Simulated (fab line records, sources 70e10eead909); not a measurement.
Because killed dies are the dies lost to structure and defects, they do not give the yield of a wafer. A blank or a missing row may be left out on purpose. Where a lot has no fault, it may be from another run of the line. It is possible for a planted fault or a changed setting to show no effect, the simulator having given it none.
Which tool was responsible? + flow nand_harc + Sampling: 15 lots, 43 wafers, 3 of 1302 route steps

WHAT THE GAUGES READ, wafer by wafer
NHARC_A_ONON_D1_THK_MEAS_08: measures by ellipsometry. Usual: thk_nm 1000 nm, standard deviation 9.7.
| lot  | measured     | on            | thk_nm (nm)    | flag |
|------|--------------|---------------|----------------|------|
| L651 | day 7 22:58  | film_metro-01 | 1001 1000 1000 |      |
| L650 | day 7 22:59  | film_metro-01 | 994 993 993    |      |
| L652 | day 8 13:01  | film_metro-01 | 1001 1003 1001 |      |
| L653 | day 9 00:50  | film_metro-02 | 1015 1014 1013 |      |
| L654 | day 9 12:40  | film_metro-02 | 1003 1005 1004 |      |
| L655 | day 9 20:38  | film_metro-01 | 988 987 988    |      |
| L656 | day 10 12:32 | film_metro-02 | 998 1000 999   |      |
| L657 | day 10 19:18 | film_metro-01 | 1011 1012 1013 |      |
| L658 | day 11 06:59 | film_metro-02 | 1007 1007 1007 |      |
| L660 | day 12 05:04 | film_metro-01 | 985 985 984    |      |
| L659 | day 12 05:05 | film_metro-01 | 999 1001 1000  |      |
| L667 | day 14 21:45 | film_metro-01 | 994 992        |      |
| L669 | day 15 22:44 | film_metro-01 | 987 987 987    |      |
| L670 | day 16 05:28 | film_metro-01 | 1004 1003      |      |
| L671 | day 16 15:05 | film_metro-01 | 987 989 989    |      |

NHARC_A_ONON_D1_THK_MEAS_30: measures by ellipsometry. Usual: thk_nm 1000 nm, standard deviation 12.
| lot  | measured     | on            | thk_nm (nm)    | flag |
|------|--------------|---------------|----------------|------|
| L651 | day 8 10:12  | film_metro-02 | 995 996 997    |      |
| L650 | day 8 10:12  | film_metro-01 | 984 983 987    |      |
| L652 | day 9 00:29  | film_metro-02 | 996 995 994    |      |
| L653 | day 9 12:23  | film_metro-01 | 997 995 995    |      |
| L654 | day 9 23:42  | film_metro-02 | 981 981 981    |      |
| L655 | day 10 07:50 | film_metro-01 | 987 986 988    |      |
| L656 | day 11 00:16 | film_metro-02 | 1026 1027 1023 |      |
| L657 | day 11 08:05 | film_metro-01 | 1000 999 1000  |      |
| L658 | day 11 18:26 | film_metro-01 | 996 995 997    |      |
| L660 | day 12 16:16 | film_metro-02 | 999 998 998    |      |
| L659 | day 12 16:17 | film_metro-01 | 1013 1013 1012 |      |
| L667 | day 15 11:50 | film_metro-01 | 1041 997       |      |
| L669 | day 16 11:21 | film_metro-02 | 1004 1048 1048 |      |
| L670 | day 16 16:38 | film_metro-01 | 1049 1006      |      |
| L671 | day 17 04:04 | film_metro-01 | 1010 1009 1009 |      |

EACH LOT AND THE TOOL THAT RAN IT (in order: tool; ch and the chambers of the sampled wafers; start)
| lot  | NHARC_A_ONON_D1_DEP_28           |
|------|----------------------------------|
| L651 | pecvd_onon-02 ch 0, day 8 09:44  |
| L650 | pecvd_onon-03 ch 0, day 8 09:45  |
| L652 | pecvd_onon-03 ch 0, day 8 23:59  |
| L653 | pecvd_onon-02 ch 0, day 9 11:52  |
| L654 | pecvd_onon-02 ch 0, day 9 23:11  |
| L655 | pecvd_onon-04 ch 0, day 10 07:19 |
| L656 | pecvd_onon-04 ch 0, day 10 23:45 |
| L657 | pecvd_onon-03 ch 0, day 11 07:38 |
| L658 | pecvd_onon-02 ch 0, day 11 17:55 |
| L660 | pecvd_onon-04 ch 0, day 12 15:46 |
| L659 | pecvd_onon-03 ch 0, day 12 15:46 |
| L667 | pecvd_onon-03 ch 0, day 15 11:29 |
| L669 | pecvd_onon-03 ch 0, day 16 10:50 |
| L670 | pecvd_onon-03 ch 0, day 16 16:15 |
| L671 | pecvd_onon-04 ch 0, day 17 03:34 |
- NHARC_A_ONON_D1_DEP_28: target thk 1000 nm.

WHAT THE TOOLS THEMSELVES READ (means of the sampled wafers that have a number; where no wafer has one, the mark that the record gives instead)
NHARC_A_ONON_D1_DEP_28. Usual: sih4_flow_sccm 210.0 sccm, standard deviation 0.64.
| lot  | tool          | sih4_flow_sccm (sccm) | flag |
|------|---------------|-----------------------|------|
| L651 | pecvd_onon-02 | 209.3                 |      |
| L650 | pecvd_onon-03 | 210.0                 |      |
| L652 | pecvd_onon-03 | 209.5                 |      |
| L653 | pecvd_onon-02 | 209.4                 |      |
| L654 | pecvd_onon-02 | 210.5                 |      |
| L655 | pecvd_onon-04 | 209.5                 |      |
| L656 | pecvd_onon-04 | 210.8                 |      |
| L657 | pecvd_onon-03 | 209.5                 |      |
| L658 | pecvd_onon-02 | 209.4                 |      |
| L660 | pecvd_onon-04 | 211.4                 |      |
| L659 | pecvd_onon-03 | 210.7                 |      |
| L667 | pecvd_onon-03 | 210.4                 |      |
| L669 | pecvd_onon-03 | 210.0                 |      |
| L670 | pecvd_onon-03 | 209.8                 |      |
| L671 | pecvd_onon-04 | 210.1                 |      |

THE ANSWER, worked out from the rows above alone
Rule: a lot counts as off when the mean over its wafers that have a number is more than 3 standard deviations away from the usual mean. Also off: a lot with no number at a reading for which 4 or more lots have one. The other lots that the step has rows for count as sound. After the gauges, taken in route order, come the tools' own readings; for these a lot's mean is taken, as printed above. The first step at which some lot is off is used, and at that step the reading that is off furthest; a lot without a number counts as furthest.
None of the lots is off at any reading shown; this tells nothing.

WHAT THE SIMULATOR HAD PUT IN
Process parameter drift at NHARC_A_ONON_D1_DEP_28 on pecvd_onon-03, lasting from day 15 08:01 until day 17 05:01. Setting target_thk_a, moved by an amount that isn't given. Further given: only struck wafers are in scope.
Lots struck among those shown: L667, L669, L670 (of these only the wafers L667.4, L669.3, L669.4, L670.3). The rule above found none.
